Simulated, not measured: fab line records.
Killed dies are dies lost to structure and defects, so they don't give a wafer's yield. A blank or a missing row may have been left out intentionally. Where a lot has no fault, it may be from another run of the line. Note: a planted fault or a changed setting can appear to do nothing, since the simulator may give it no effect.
Matching of chambers :: flow nand harc :: NHARC_P_M2_DEP_33 on pecvd-02: 3 sister chambers
The step deposits SiCN, target thk 30 nm. 24 wafers are shown with their chamber, then 12 later ones without.

EACH WAFER AND ITS CHAMBER
wafer: L074.3
chamber: 2
heater power w (W): 624
susceptor temp C (C): 369.71

wafer: L074.5
chamber: 2
heater power w (W): 617
susceptor temp C (C): 369.86

wafer: L074.6
chamber: 1
heater power w (W): 486
susceptor temp C (C): 370.09

wafer: L075.2
chamber: 2
heater power w (W): 575
susceptor temp C (C): 369.93

wafer: L075.3
chamber: 0
heater power w (W): 540
susceptor temp C (C): 370.54

wafer: L075.5
chamber: 2
heater power w (W): 581
susceptor temp C (C): 369.84

wafer: L077.2
chamber: 0
heater power w (W): 535
susceptor temp C (C): 370.17

wafer: L077.3
chamber: 2
heater power w (W): 518
susceptor temp C (C): 369.82

wafer: L077.5
chamber: 1
heater power w (W): 459
susceptor temp C (C): 369.72

wafer: L081.1
chamber: 2
heater power w (W): 632
susceptor temp C (C): 370.03

wafer: L081.4
chamber: 0
heater power w (W): 563
susceptor temp C (C): 370.29

wafer: L081.6
chamber: 1
heater power w (W): 535
susceptor temp C (C): 369.90

wafer: L082.2
chamber: 0
heater power w (W): 551
susceptor temp C (C): 369.94

wafer: L082.3
chamber: 2
heater power w (W): 559
susceptor temp C (C): 370.35

wafer: L082.4
chamber: 2
heater power w (W): 566
susceptor temp C (C): 370.27

wafer: L083.1
chamber: 0
heater power w (W): 579
susceptor temp C (C): 369.60

wafer: L083.2
chamber: 2
heater power w (W): 566
susceptor temp C (C): 370.07

wafer: L083.5
chamber: 2
heater power w (W): 585
susceptor temp C (C): 370.09

wafer: L085.1
chamber: 1
heater power w (W): 434
susceptor temp C (C): 369.95

wafer: L085.3
chamber: 0
heater power w (W): 538
susceptor temp C (C): 370.09

wafer: L085.6
chamber: 2
heater power w (W): 552
susceptor temp C (C): 370.27

wafer: L088.1
chamber: 0
heater power w (W): 503
susceptor temp C (C): 369.90

wafer: L088.2
chamber: 2
heater power w (W): 631
susceptor temp C (C): 369.91

wafer: L088.4
chamber: 1
heater power w (W): 519
susceptor temp C (C): 369.92

SIGNATURES (means of the wafers above)
reading: heater power w
chamber 0: 544.14
chamber 1: 486.60
chamber 2: 583.83
scatter within a chamber: 34

reading: susceptor temp C
chamber 0: 370.0757
chamber 1: 369.9160
chamber 2: 370.0125
scatter within a chamber: 0.226
Rule: a wafer's distance from a chamber is the root of the sum, over the readings, of the square of ((its reading less the chamber's mean) divided by the reading's scatter). If the next closest chamber is less than 2 further off than the closest, the wafer can't be placed; otherwise it belongs to the closest. The scatter: the root of (the sum of the squares of (reading less its chamber's mean) over the shown wafers, divided by (wafers less chambers)).

WAFERS WHOSE CHAMBER IS MISSING
wafer: L090.1
heater power w (W): 586
susceptor temp C (C): 370.24

wafer: L090.4
heater power w (W): 581
susceptor temp C (C): 369.85

wafer: L090.6
heater power w (W): 662
susceptor temp C (C): 370.26

wafer: L093.1
heater power w (W): 592
susceptor temp C (C): 369.87

wafer: L093.4
heater power w (W): 449
susceptor temp C (C): 370.35

wafer: L093.5
heater power w (W): 585
susceptor temp C (C): 370.02

wafer: L095.2
heater power w (W): 462
susceptor temp C (C): 370.03

wafer: L095.5
heater power w (W): 587
susceptor temp C (C): 370.06

wafer: L095.6
heater power w (W): 469
susceptor temp C (C): 369.81

wafer: L096.1
heater power w (W): 662
susceptor temp C (C): 370.32

wafer: L096.5
heater power w (W): 530
susceptor temp C (C): 370.20

wafer: L096.6
heater power w (W): 634
susceptor temp C (C): 370.29

WHICH CHAMBER EACH ONE RAN IN
wafer: L090.1
from the rows above: can't be placed: 2 or 0
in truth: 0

wafer: L090.4
from the rows above: can't be placed: 2 or 0
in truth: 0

wafer: L090.6
from the rows above: can't be placed: 2 or 0
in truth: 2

wafer: L093.1
from the rows above: can't be placed: 2 or 0
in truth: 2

wafer: L093.4
from the rows above: can't be placed: 1 or 0
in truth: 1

wafer: L093.5
from the rows above: can't be placed: 2 or 0
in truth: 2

wafer: L095.2
from the rows above: can't be placed: 1 or 0
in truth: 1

wafer: L095.5
from the rows above: can't be placed: 2 or 0
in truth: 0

wafer: L095.6
from the rows above: can't be placed: 1 or 0
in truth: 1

wafer: L096.1
from the rows above: can't be placed: 2 or 0
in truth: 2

wafer: L096.5
from the rows above: can't be placed: 0 or 2 or 1
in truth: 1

wafer: L096.6
from the rows above: can't be placed: 2 or 0
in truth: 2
Placed correctly: 0 of 12. Unplaceable from these rows: 12, with the true chamber sitting among the candidates in 12. Number placed wrongly: 0.
